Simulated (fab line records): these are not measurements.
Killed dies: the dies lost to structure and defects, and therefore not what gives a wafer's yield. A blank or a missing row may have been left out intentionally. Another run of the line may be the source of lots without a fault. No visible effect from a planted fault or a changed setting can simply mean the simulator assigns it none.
fab line records | flow nand-harc
[record] lots = 12 wafers = 36 last-day = 25
route steps=1159 shown P_GATE@172 END@1159
lots with no fault: from the same line, run without faults
start-h: hours from the record's first day to the start of the lot's first wafer shown | wait-h: hours elapsed since this lot's preceding step | " repeats the value in the row above | L1.1+2: a row that stands for several wafers | - no value, or no start was given | * or withheld: withheld | < > ~ a bound
route shown NAME@n: a module of which the file shows steps, and the number in the route of the first | usual: mean/standard deviation of fault-free wafers | same: alike in all rows | chamber/n: place in a boat | sites: per-site readings | _std_site: their standard deviation | _edge_site: outer sites' mean less inner sites' | radius-mm: how far each site lies from the wafer's centre | mask NAME#n: copy n | behind: tool/chamber where the wafer was last shaped | hold: what put the lot on hold/how long, in hours/how the hold closed | device: transistor that didn't switch, given as n, p or np | end of line: the tests these same wafers got at the end of their route | a step with no rows: only its recipe | killed: not the wafer's yield, but the dies lost to structure and defects at the first sort | map: a wafer's dies, x killed, . not, _ none there
set.NAME: the run value of the setting; set.NAME@STEP: its run value at that earlier step | model.NAME: the simulator's own value behind a step, which no gauge read
one table for each step of the route and one row for each wafer, over a sample of lots
services: a tool's chamber out of use, with start hour (start-h, from the record's first day; less than 0 if before it), hours out, and reason
[[steps]]
[step NHARC_P_GATE_DESCUM_48]
[recipe] time-s = 3 o2-flow-sccm = 200 ar-flow-sccm = 0 bias-power-w = 0 chemistry = O2
[usual] chamber-pressure-mTorr = 60.00/0.052 drypump-motor-current-A = 5.5/0.52 oes-product-au = 0.999/0.0075 rf-vpp-V = 57.8/0.9 showerhead-plenum-p-Torr = 1.91/0.083 throttle-valve-pct = 11.310/0.0094
// columns lot.wafer tool chamber start-h wait-h chamber-pressure-mTorr drypump-motor-current-A oes-product-au rf-hours-counter-h rf-vpp-V showerhead-plenum-p-Torr throttle-valve-pct
L499.1 rie-diel-04 0 102.62 - 60.04 5.9 0.994 61 57.4 1.98 11.297
L499.4 " 1 " " 59.98 5.0 0.992 60 58.5 1.92 11.295
L499.5 " 0 " " 60.01 5.9 1.003 - 59.0 1.98 11.313
L502.4 rie-diel-08 3 118.91 - 60.04 5.5 0.996 56 58.3 1.80 11.330
L502.3 " 2 " " 60.05 5.2 1.005 55 57.2 1.76 11.288
L502.6 " 0 " " 59.96 5.9 0.993 - 58.0 1.80 11.315
L501.1 rie-diel-07 1 119.12 - 59.96 5.0 0.993 13 58.2 2.02 11.302
L501.2 " 3 " " 59.95 5.1 0.988 11 57.3 1.86 11.312
L501.6 " 2 " " 59.85 5.0 0.996 - 58.3 1.98 11.301
L500.2 rie-diel-04 2 124.84 - 59.90 5.4 1.003 0 58.4 1.92 11.299
L500.4 " 3 " " 60.00 6.7 1.000 1 58.0 1.84 11.309
L500.6 " 1 " " 59.95 5.0 1.010 - 57.5 1.92 11.321
L504.2 rie-diel-04 1 133.66 - 60.08 5.0 0.998 5 57.1 1.92 11.315
L504.3 " 2 " " 59.90 5.4 0.992 4 56.3 1.92 11.305
L504.5 " 0 " " 60.01 5.9 0.988 - 58.5 1.98 11.315
L507.3 rie-diel-08 3 143.90 - 59.98 5.5 0.999 6 56.2 1.80 11.310
L507.2 " 1 " " 59.95 6.4 1.010 5 57.5 1.87 11.311
L507.6 " 3 " " 60.02 5.5 1.004 - 57.4 1.80 11.312
L511.2 rie-diel-04 2 182.53 - 59.95 5.4 1.004 23 58.1 1.91 11.316
L511.4 " 3 " " 59.97 6.7 0.991 23 57.2 1.84 11.293
L511.1 " 1 " " 59.98 5.0 1.004 25 55.9 1.91 11.295
L516.2 rie-diel-08 3 203.65 - 60.02 5.5 1.016 30 56.1 1.79 11.312
L516.4 " 1 " " 59.98 6.4 0.998 27 58.1 1.86 11.314
L516.6 " 2 " " 59.96 5.2 1.004 - 60.0 2.07 11.314
L518.2 rie-diel-08 3 221.44 - 59.95 5.5 1.005 39 57.9 1.79 11.323
L518.4 " 0 " " 60.00 5.9 1.000 36 56.7 1.79 11.315
L518.3 " 1 " " 60.02 6.4 0.986 35 57.8 1.86 11.314
L519.4 rie-diel-08 0 221.78 - 59.96 5.9 0.997 36 57.1 1.79 11.308
L519.5 " 1 " " 59.96 6.4 0.998 - 57.2 1.86 11.319
L519.6 " 2 " " 59.98 5.2 1.007 - 58.3 2.06 11.307
L520.2 rie-diel-04 2 228.75 - 60.04 5.4 0.988 38 57.5 1.90 11.312
L520.5 " 0 " " 60.01 5.9 0.992 - 58.8 1.97 11.325
L520.6 " 1 " " 59.99 5.0 0.993 - 57.7 1.90 11.290
L521.4 rie-diel-07 2 237.51 - 60.10 5.0 1.000 0 58.7 1.97 11.307
L521.3 " 0 " " 60.08 5.3 0.987 0 57.1 1.98 11.322
L521.5 " 2 " " 59.97 5.0 1.005 - 59.1 1.97 11.331
[step NHARC_P_GATE_STRIP_76]
[recipe] power-w = 1500 temp-c = 250 chemistry = O2
[usual] drypump-motor-current-A = 5.8/0.47 heater-power-w = 337/26
// columns lot.wafer tool chamber start-h wait-h drypump-motor-current-A heater-power-w rf-hours-counter-h
L499.1 plasma-asher-02 1 105.30 0.2 5.3 355 31
L499.4 " 0 " " 5.9 346 -
L499.5 " 0 " " 5.9 340 -
L502.4 plasma-asher-02 1 121.32 0.2 5.3 360 -
L502.3 " 0 " " 5.8 339 -
L502.6 " 1 " " 5.3 363 -
L501.1 plasma-asher-01 1 121.52 0.2 5.8 295 4
L501.2 " 0 " " 6.6 330 4
L501.6 " 1 " " 5.8 302 -
L500.2 plasma-asher-02 1 127.13 0.2 5.3 359 39
L500.4 " 1 " " 5.3 363 -
L500.6 " 1 " " 5.3 361 -
L504.2 plasma-asher-01 0 136.03 0.2 6.6 330 8
L504.3 " 1 " " 5.8 302 -
L504.5 " 1 " " 5.8 307 -
L507.2 plasma-asher-02 1 146.30 0.2 5.3 360 46
L507.3 " 0 " " 5.8 337 -
L507.6 " 0 " " 5.8 342 -
L511.1 plasma-asher-01 1 185.04 0.2 5.8 304 25
L511.2 " 0 " " 6.6 330 25
L511.4 " 1 " " 5.8 308 -
L516.2 plasma-asher-02 1 206.38 0.2 5.3 387 6
L516.4 " 1 " " 5.3 378 -
L516.6 " 1 " " 5.3 386 -
L518.2 plasma-asher-02 1 223.87 0.2 5.3 392 11
L518.3 " 1 " " 5.3 377 -
L518.4 " 0 " " 5.8 339 -
L519.4 plasma-asher-01 1 224.11 0.1 5.7 296 -
L519.6 " 0 " " 6.6 328 -
L519.5 " 1 " " 5.8 300 -
L520.2 plasma-asher-01 0 231.05 0.2 6.6 325 45
L520.6 " 1 " " 5.8 295 -
L520.5 " 0 " " 6.6 338 -
L521.3 plasma-asher-02 1 239.92 0.2 5.3 386 -
L521.4 " 0 " " 5.8 341 -
L521.5 " 0 " " 5.8 340 -
[step NHARC_P_GATE_EXPOSE_88]
[recipe] na = 0.6 target-cd-nm = 2000 dose-mj = 11.87 mask-id = P_HVN
// columns lot.wafer tool chamber start-h wait-h mask
L499.1+4+5 krf-scanner-03 0 106.06 - P_HVN#0
L502.3+4+6 krf-scanner-04 0 122.07 - P_HVN#0
L501.1+2+6 krf-scanner-01 0 122.29 - P_HVN#0
L500.2+4+6 krf-scanner-01 0 127.76 - P_HVN#0
L504.2+3+5 krf-scanner-03 0 136.79 - P_HVN#0
L507.2+3+6 krf-scanner-01 0 147.08 - P_HVN#0
L511.1+2+4 krf-scanner-04 0 185.81 - P_PSD#0
L516.2+4+6 krf-scanner-01 0 207.13 - P_HVN#0
L518.2+3+4 krf-scanner-01 0 224.51 - P_HVN#0
L519.4+5+6 krf-scanner-03 0 224.87 - P_HVN#0
L520.2+5+6 krf-scanner-04 0 231.81 - P_HVN#0
L521.3+4+5 krf-scanner-01 0 240.67 - P_HVN#0
[step NHARC_P_GATE_CD_MEAS_91]
[recipe] target-cd-nm = 2000 landing-energy-ev = 500
[usual] cd-nm = 2000.1/1.5
// columns lot.wafer tool chamber start-h wait-h cd-nm
L499.1 cd-sem-01 0 106.22 - 2001.2
L499.4 " 0 " " 1999.2
L499.5 " 0 " " 1999.8
L502.3 cd-sem-01 0 122.22 - 2000.6
L502.4 " 0 " " 1997.9
L502.6 " 0 " " 2000.7
L501.1 cd-sem-02 0 122.44 - 1999.2
L501.2 " 0 " " 1999.2
L501.6 " 0 " " 1999.5
L500.2 cd-sem-02 0 127.91 - 2002.1
L500.4 " 0 " " 2003.5
L500.6 " 0 " " 2000.8
L504.2 cd-sem-03 0 136.94 - 1998.7
L504.3 " 0 " " 1995.8
L504.5 " 0 " " 1997.0
L507.2 cd-sem-02 0 147.23 - 2001.5
L507.3 " 0 " " 1999.6
L507.6 " 0 " " 2001.7
L511.1 cd-sem-03 0 185.97 - -
L511.2 " 0 " " -
L511.4 " 0 " " -
L516.2 cd-sem-02 0 207.29 - 2002.2
L516.4 " 0 " " 2001.8
L516.6 " 0 " " 2000.7
L518.2 cd-sem-03 0 224.66 - 1999.1
L518.3 " 0 " " 1999.4
L518.4 " 0 " " 1999.5
L519.4 cd-sem-03 0 225.01 - 2002.0
L519.5 " 0 " " 1999.8
L519.6 " 0 " " 2000.7
L520.2 cd-sem-02 0 231.96 - 2001.9
L520.5 " 0 " " 2002.5
L520.6 " 0 " " 2001.7
L521.3 cd-sem-01 0 240.82 - 1999.6
L521.4 " 0 " " 1997.7
L521.5 " 0 " " 1995.3
[step NHARC_P_GATE_RTA_80]
[recipe] temp-c = 300 time-s = 30
[usual] lamp-power-pct = 1.94/0.12 wafer_temp_C_max = 301.4/0.6
// columns lot.wafer tool chamber start-h wait-h lamp-power-pct wafer_temp_C_max
L499.1 rtp-anneal-02 0 108.77 - 1.82 300.9
L499.4 " 0 " " 1.82 300.7
L499.5 " 0 " " 1.82 301.6
L502.3 rtp-anneal-01 0 124.71 - 2.05 301.6
L502.4 " 0 " " 2.05 302.4
L502.6 " 0 " " 2.05 301.6
L501.1 rtp-anneal-01 0 124.91 - 2.05 302.0
L501.2 " 0 " " 2.05 301.4
L501.6 " 0 " " 2.05 301.9
L500.2 rtp-anneal-01 0 130.37 - 2.05 301.9
L500.4 " 0 " " 2.05 302.3
L500.6 " 0 " " 2.05 302.2
L504.2 rtp-anneal-01 0 139.61 - 2.06 302.3
L504.3 " 0 " " 2.06 301.8
L504.5 " 0 " " 2.06 301.8
L507.2 rtp-anneal-02 0 149.96 - 1.82 300.7
L507.3 " 0 " " 1.82 300.7
L507.6 " 0 " " 1.82 300.7
L511.1 rtp-anneal-01 0 188.40 - 2.05 301.6
L511.2 " 0 " " 2.05 302.0
L511.4 " 0 " " 2.05 301.9
L516.2 rtp-anneal-02 0 209.83 - 1.82 300.9
L516.4 " 0 " " 1.82 300.7
L516.6 " 0 " " 1.82 300.4
L518.2 rtp-anneal-01 0 227.11 - 2.05 301.3
L518.3 " 0 " " 2.05 302.3
L518.4 " 0 " " 2.05 302.0
L519.4 rtp-anneal-01 0 227.55 - 2.05 302.3
L519.5 " 0 " " 2.05 301.5
L519.6 " 0 " " 2.05 302.0
L520.2 rtp-anneal-01 0 234.46 - 2.05 302.0
L520.5 " 0 " " 2.05 302.2
L520.6 " 0 " " 2.05 301.5
L521.3 rtp-anneal-01 0 243.32 - 2.05 301.5
L521.4 " 0 " " 2.05 301.8
L521.5 " 0 " " 2.05 301.3
[step NHARC_END_SORT_01]
[recipe] temp-c = 25
[usual] killed-at-array = 27/11 killed-at-other = 0.7/0.93 killed-at-periphery = 2.9/1.9 killed-dies = 30/11 killed-open = 3.1/1.7 killed-short = 1.9/1.3
[same] gross-dies = 677
// columns lot.wafer tool chamber start-h wait-h killed-at-array killed-at-other killed-at-periphery killed-dies killed-open killed-short
L500.2 prober-01 0 445.19 2.8 30 1 4 35 2 2
L500.4 prober-01 0 446.78 3.4 38 1 6 45 4 1
L500.6 prober-01 0 448.38 4.0 40 0 3 43 2 2
L507.2 prober-01 0 483.02 2.8 43 0 2 45 2 1
L507.3 prober-01 0 483.83 3.1 34 0 1 35 4 2
L507.6 prober-01 0 486.26 4.1 30 0 1 31 0 3
L511.1 prober-02 0 506.50 2.5 25 0 652 677 4 0
L511.2 prober-02 0 507.29 2.8 35 0 642 677 3 2
L511.4 prober-02 0 508.87 3.4 30 0 647 677 7 2
L518.2 prober-02 0 558.21 2.8 45 2 4 51 3 1
L518.3 prober-02 0 559.02 3.1 61 1 1 63 3 3
L518.4 prober-02 0 559.82 3.4 50 0 5 55 2 2
L520.2 prober-01 0 568.37 2.8 25 1 6 32 6 1
L520.5 prober-01 0 570.77 3.7 21 0 3 24 6 1
L520.6 prober-01 0 571.57 4.0 34 0 1 35 4 2
L521.3 prober-02 0 599.61 3.1 37 0 3 40 1 3
L521.4 prober-02 0 600.40 3.4 44 0 3 47 4 1
L521.5 prober-02 0 601.19 3.7 37 0 6 43 3 2
// killed by level:class
L500.2 A_CHANNEL_HOLE_D1:chamber-film-flake=11 A_STAIRCASE:chamber-film-flake=7 A_SLIT:chamber-film-flake=7 P_STI:chamber-film-flake=3 A_CONTACT:chamber-film-flake=2 A_CONTACT:geometric-particle:open=1 A_M0:geometric-particle:open=1 A_M0:geometric-particle:short=1
L500.4 A_SLIT:chamber-film-flake=14 A_CHANNEL_HOLE_D1:chamber-film-flake=13 A_STAIRCASE:chamber-film-flake=6 P_GATE:chamber-film-flake=3 P_STI:chamber-film-flake=2 P_CONTACT:geometric-particle:open=1 A_ONON_D1:geometric-particle:open=1 A_CHANNEL_FILL_D1:geometric-particle:open=1
L500.6 A_SLIT:chamber-film-flake=15 A_CHANNEL_HOLE_D1:chamber-film-flake=13 A_STAIRCASE:chamber-film-flake=7 P_STI:chamber-film-flake=2 A_SOURCE_PLATE:geometric-particle:short=1 A_ONON_D1:geometric-particle:short=1 A_CHANNEL_FILL_D1:geometric-particle:open=1 A_CONTACT:geometric-particle:open=1
L507.2 A_SLIT:chamber-film-flake=16 A_CHANNEL_HOLE_D1:chamber-film-flake=14 A_STAIRCASE:chamber-film-flake=9 A_CONTACT:chamber-film-flake=3 P_CONTACT:geometric-particle:open=1 P_M0:geometric-particle:open=1 A_CONTACT:geometric-particle:short=1
L507.3 A_SLIT:chamber-film-flake=10 A_CHANNEL_HOLE_D1:chamber-film-flake=9 A_STAIRCASE:chamber-film-flake=6 A_CONTACT:chamber-film-flake=2 P_CONTACT:geometric-particle:open=1 A_SOURCE_PLATE:geometric-particle:short=1 A_SOURCE_PLATE:geometric-particle:open=1 A_CHANNEL_FILL_D1:geometric-particle:open=1
L507.6 A_CHANNEL_HOLE_D1:chamber-film-flake=11 A_STAIRCASE:chamber-film-flake=7 A_SLIT:chamber-film-flake=6 A_ZERO_WELL:chamber-film-flake=2 P_ZERO_WELL:geometric-particle:short=1 A_SOURCE_PLATE:geometric-particle:short=1 A_ONON_D1:geometric-particle:short=1 A_WL_FILL:chamber-film-flake=1
L511.1 P_GATE:area-expose=651 A_CHANNEL_HOLE_D1:chamber-film-flake=19 A_CONTACT:geometric-particle:open=3 P_M0:geometric-particle:open=1 A_STAIRCASE:chamber-film-flake=1 A_SGD_CUT:chamber-film-flake=1 A_CONTACT:chamber-film-flake=1
L511.2 P_GATE:area-expose=640 A_CHANNEL_HOLE_D1:chamber-film-flake=23 A_ZERO_WELL:chamber-film-flake=3 A_CONTACT:chamber-film-flake=3 A_SGD_CUT:chamber-film-flake=2 P_CONTACT:geometric-particle:open=1 P_M0:geometric-particle:short=1 A_CHANNEL_FILL_D1:geometric-particle:short=1
L511.4 P_GATE:area-expose=644 A_CHANNEL_HOLE_D1:chamber-film-flake=15 A_ZERO_WELL:chamber-film-flake=3 A_CONTACT:chamber-film-flake=3 A_CONTACT:geometric-particle:open=2 P_CONTACT:geometric-particle:open=1 P_M0:geometric-particle:short=1 P_M0:geometric-particle:open=1
L518.2 A_CHANNEL_HOLE_D1:chamber-film-flake=18 A_SLIT:chamber-film-flake=12 A_CONTACT:chamber-film-flake=5 A_WL_FILL:chamber-film-flake=3 A_STAIRCASE:chamber-film-flake=2 A_M1:chamber-film-flake=2 THIN_TSV:chamber-film-flake=2 P_M0:geometric-particle:short=1
L518.3 A_CHANNEL_HOLE_D1:chamber-film-flake=19 A_SLIT:chamber-film-flake=18 A_CONTACT:chamber-film-flake=12 A_CHANNEL_FILL_D1:chamber-film-flake=5 A_CONTACT:geometric-particle:open=2 A_SOURCE_PLATE:geometric-particle:short=1 A_ONON_D1:geometric-particle:short=1 A_BLC:geometric-particle:open=1
L518.4 A_CHANNEL_HOLE_D1:chamber-film-flake=21 A_SLIT:chamber-film-flake=14 A_CONTACT:chamber-film-flake=7 A_CHANNEL_FILL_D1:chamber-film-flake=4 A_M1:chamber-film-flake=2 P_CONTACT:geometric-particle:short=1 P_CONTACT:geometric-particle:open=1 A_WL_FILL:geometric-particle:short=1
L520.2 A_CHANNEL_HOLE_D1:chamber-film-flake=18 P_STI:chamber-film-flake=4 P_M0:geometric-particle:open=2 A_CONTACT:geometric-particle:open=2 A_WL_FILL:geometric-particle:open=1 A_CONTACT:geometric-particle:short=1 STARTING-WAFER:geometric-particle:open=1 A_CHANNEL_FILL_D1:chamber-film-flake=1
L520.5 A_CHANNEL_HOLE_D1:chamber-film-flake=15 A_STAIRCASE:geometric-particle:open=2 A_CONTACT:geometric-particle:open=2 P_CONTACT:geometric-particle:open=1 P_M0:geometric-particle:short=1 A_CHANNEL_HOLE_D1:geometric-particle:open=1 P_STI:chamber-film-flake=1 A_WL_FILL:chamber-film-flake=1
L520.6 A_CHANNEL_HOLE_D1:chamber-film-flake=23 A_STAIRCASE:chamber-film-flake=3 A_CHANNEL_FILL_D1:geometric-particle:short=2 A_WL_FILL:geometric-particle:open=2 A_CHANNEL_FILL_D1:geometric-particle:open=1 A_CONTACT:geometric-particle:open=1 P_GATE:chamber-film-flake=1 A_CHANNEL_FILL_D1:chamber-film-flake=1
L521.3 A_SLIT:chamber-film-flake=17 A_CHANNEL_HOLE_D1:chamber-film-flake=7 A_M0:chamber-film-flake=6 A_CONTACT:chamber-film-flake=3 P_GATE:geometric-particle:short=1 P_CONTACT:geometric-particle:short=1 A_ONON_D1:geometric-particle:short=1 A_BLC:geometric-particle:open=1
L521.4 A_SLIT:chamber-film-flake=22 A_CONTACT:chamber-film-flake=7 A_CHANNEL_HOLE_D1:chamber-film-flake=5 A_M0:chamber-film-flake=3 A_STAIRCASE:chamber-film-flake=2 P_M1:geometric-particle:open=1 A_ONON_D1:geometric-particle:open=1 A_SGD_CUT:geometric-particle:open=1
L521.5 A_SLIT:chamber-film-flake=19 A_CHANNEL_HOLE_D1:chamber-film-flake=9 P_STI:chamber-film-flake=2 P_GATE:chamber-film-flake=2 A_CONTACT:chamber-film-flake=2 A_M0:chamber-film-flake=2 P_CONTACT:geometric-particle:short=1 P_M0:geometric-particle:open=1
[[services]]
// columns tool chamber start-h hours kind
krf-scanner-01 - 84.00 4.0 pm
plasma-asher-02 - 90.43 1.2 repair
rie-diel-07 - 93.10 0.1 repair
plasma-asher-01 - 99.05 9.0 pm
rie-diel-07 3 108.64 10.0 repair
rie-diel-04 - 111.99 9.0 pm
rie-diel-07 2 112.09 6.9 repair
rie-diel-08 - 124.93 9.0 pm
krf-scanner-04 - 126.00 4.0 pm
rie-diel-07 2 136.51 10.7 repair
krf-scanner-03 - 168.00 4.0 pm
rie-diel-07 3 168.76 12.6 repair
krf-scanner-04 - 176.33 0.4 repair
plasma-asher-02 - 183.08 9.0 pm
plasma-asher-02 0 183.08 9.0 vent-cycle
rie-diel-07 1 187.53 10.0 repair
rie-diel-04 2 190.99 3.0 repair
plasma-asher-02 - 200.75 1.5 repair
krf-scanner-01 - 218.27 5.0 repair
rie-diel-07 - 228.20 9.0 pm
krf-scanner-01 - 229.22 0.4 repair
rie-diel-04 2 230.12 1.6 repair
krf-scanner-03 - 235.55 1.6 repair
krf-scanner-03 - 241.27 7.3 repair
[[key]]
[first-sign] step = NHARC_P_GATE_EXPOSE_88 reading = mask direction = changed
[effect] step = NHARC_P_GATE_CD_MEAS_91 reading = cd-nm direction = missing
[effect] step = NHARC_END_SORT_01 reading = killed-at-periphery direction = up sigmas = 99+ usual = 2.9 struck = 647
[more-kills-born-at] NHARC_P_GATE_EXPOSE_88@krf-scanner-04 = 1935
met-at NHARC_P_GATE_EXPOSE_88
struck-lots L511
later-rows-left-out L511.1,L511.2,L511.4
tester-left-out L511
not-acting-at NHARC_P_GATE_DESCUM_48,NHARC_P_GATE_STRIP_76,NHARC_P_GATE_RTA_80
onset-between 122.07 185.81
[fault] kind = wrong-mask tool = any chamber = - onset-h = 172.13 steps = NHARC_P_GATE_EXPOSE_88 aux-copy = P_PSD#0 scope = struck-lots-only
// tester-left-out: of these lots the tester's yield and bins aren't shown, on N5 and GAA mostly nor the transistor test; their killed dies are dies lost to structure and defects alone, not to doping, threshold or leakage, so they don't give the yield
// later-rows-left-out: the simulator's readings of these wafers behind a module that went badly wrong aren't trusted and aren't shown, but for the sort
